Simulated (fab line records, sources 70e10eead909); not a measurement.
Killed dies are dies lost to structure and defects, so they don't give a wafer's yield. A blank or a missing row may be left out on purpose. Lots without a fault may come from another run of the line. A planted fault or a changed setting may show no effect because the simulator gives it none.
A struck lot beside a sound one | flow nand_harc | 15 steps out of a route of 1159
Sound: wafers L160.1, L160.2, L160.3. Struck: wafers L171.4, L171.5, L171.6. The cause comes at the end.
At each step with rows: each side's tool, then ch and its chambers, then its first start. Under that, the readings that differ: sound wafers | struck wafers | difference of the means | sigmas: that difference in standard deviations of wafers without a fault.
alike: readings whose means differ by less than 2 such deviations, and words and numbers that are the same on both sides. not compared: withheld readings, readings that some wafer has no value for, bounds like >300 that may hide the same value, and numbers for which the record gives no deviation and whose values overlap.
The two part at a step that has a row with sigmas, a row that says differs or no value, or rows on one side only. Numbers that don't overlap but have no deviation are shown without sigmas and don't part them. A reading that every wafer of one side lacks parts them only if that side has two wafers or more.

first, 4 steps without rows for these wafers: NHARC_P_M1_EBR_05; NHARC_P_M1_EXPOSE_06 (exposes mask P M1, target cd 130 nm); NHARC_P_M1_PEB_07 (peb time 65 s); NHARC_P_M1_DEVELOP_08 (develop time 35 s).
NHARC_P_M1_CD_MEAS_09: target cd 130 nm.
  sound on cd_sem-03 ch 0, day 8 13:28; struck on cd_sem-02 ch 0, day 11 00:34
  alike: cd_nm
NHARC_P_M1_OVL_MEAS_10: pitch 260 nm.
  sound on overlay-01, day 8 13:33; struck on overlay-02, day 11 00:40
  alike: overlay_x_nm, overlay_y_nm
NHARC_P_M1_INSPECT_11:
  sound on defect_inspect-02, day 8 13:35; struck on defect_inspect-01, day 11 00:41
  alike: raw_defect_count
NHARC_P_M1_DESCUM_14: chemistry O2, time 3 s.
  sound on rie_diel-13 ch 0,2,3, day 8 13:38; struck on rie_diel-08 ch 0,1,2, day 11 00:46
  alike: drypump_motor_current_A, oes_product_au, rf_vpp_V, showerhead_plenum_p_Torr, throttle_valve_pct
  not compared: rf_hours_counter_h
NHARC_P_M1_ETCH_35: etches the open film in N2/H2, target depth 40 nm, overetch 12 nm, time 43.94 s.
  sound on rie_diel-13 ch 0,1,2, day 8 13:44; struck on rie_diel-08 ch 1,2,3, day 11 00:52
  alike: bias_w, chamber_pressure_mTorr, drypump_motor_current_A, h2_flow_sccm, n2_flow_sccm, oes_product_au, rf_vpp_V, showerhead_plenum_p_Torr, throttle_valve_pct
  not compared: rf_hours_counter_h
NHARC_P_M1_ETCH_15: etches the open film in C4F8/Ar, target depth 182.5 nm, time 91.2 s.
  sound on rie_diel-13 ch 0,2,3; struck on rie_diel-08 ch 1,2
  alike: bias_w, chamber_pressure_mTorr, oes_product_au, rf_vpp_V
  not compared: rf_hours_counter_h
NHARC_P_M1_CD_MEAS_16:
  sound on cd_sem-01, day 8 13:57; struck on cd_sem-03, day 11 01:04
  alike: cd_nm
NHARC_P_M1_STRIP_18: strips in N2/H2.
  sound on rie_diel-08 ch 1,2,3, day 8 14:01; struck on rie_diel-05 ch 1,2,3, day 11 01:11
  alike: drypump_motor_current_A, h2_flow_sccm, n2_flow_sccm, oes_product_au, rf_vpp_V, showerhead_plenum_p_Torr, throttle_valve_pct
  not compared: rf_hours_counter_h
NHARC_P_M1_ETCH_28: etches the open film in CF4/N2, target depth 30 nm, time 72.99 s.
  sound on rie_diel-08 ch 1,2,3, day 8 14:19; struck on rie_diel-05 ch 0,2,3, day 11 01:23
  no value came back on the struck wafers for any of 9 readings (bias_w (W), cf4_flow_sccm (sccm) and others); on the sound wafers bias_w (W) reads 100.2 100.5 100.5
then, 1 step without rows for these wafers: NHARC_P_M1_STRIP_19 (strips in post etch residue remover, time 600 s).
-- the record jumps here: 13 days lie between the struck wafers' starts before and after (it left off in module P_M1 and takes up again in module END, whose first step shown is number 1159 of the route) --
NHARC_END_SORT_01:
  sound on prober-01 ch 0, day 22 04:32; struck on prober-02 ch 0, day 24 01:19
  reading                  | sound          | struck                                                               | difference                   | sigmas
  hold                     | - - -          | await_dispo/1.9h/scrap await_dispo/1.9h/scrap await_dispo/1.9h/scrap | no value on the sound wafers |
  defect_limited_yield (%) | 94.5 94.5 95.6 | 0 0 0                                                                | -95                          | -59
  killed_at_periphery      | 9 3 5          | 653 653 652                                                          | +647                         | +99 or more
  killed_dies              | 37 37 30       | 677 677 677                                                          | +642                         | +58
  sort_bin_2_pct (%)       | 1.8 1.8 1.8    | 97.2 97.2 97.0                                                       | +95.3                        | +99 or more
  sort_n_pass              | 640 640 647    | 0 0 0                                                                | -642                         | -58
  sort_rim_yield_pct (%)   | 94.3 94.3 98.1 | 0 0 0                                                                | -96                          | -40
  sort_yield_pct (%)       | 94.5 94.5 95.6 | 0 0 0                                                                | -95                          | -59
  alike: killed_at_array, killed_at_other, killed_open, killed_short, sort_bin_3_pct, sort_bin_4_pct

WHERE THEY PART
First at NHARC_P_M1_ETCH_28; last, within this record, at NHARC_END_SORT_01.

WHY: what the simulator had put in
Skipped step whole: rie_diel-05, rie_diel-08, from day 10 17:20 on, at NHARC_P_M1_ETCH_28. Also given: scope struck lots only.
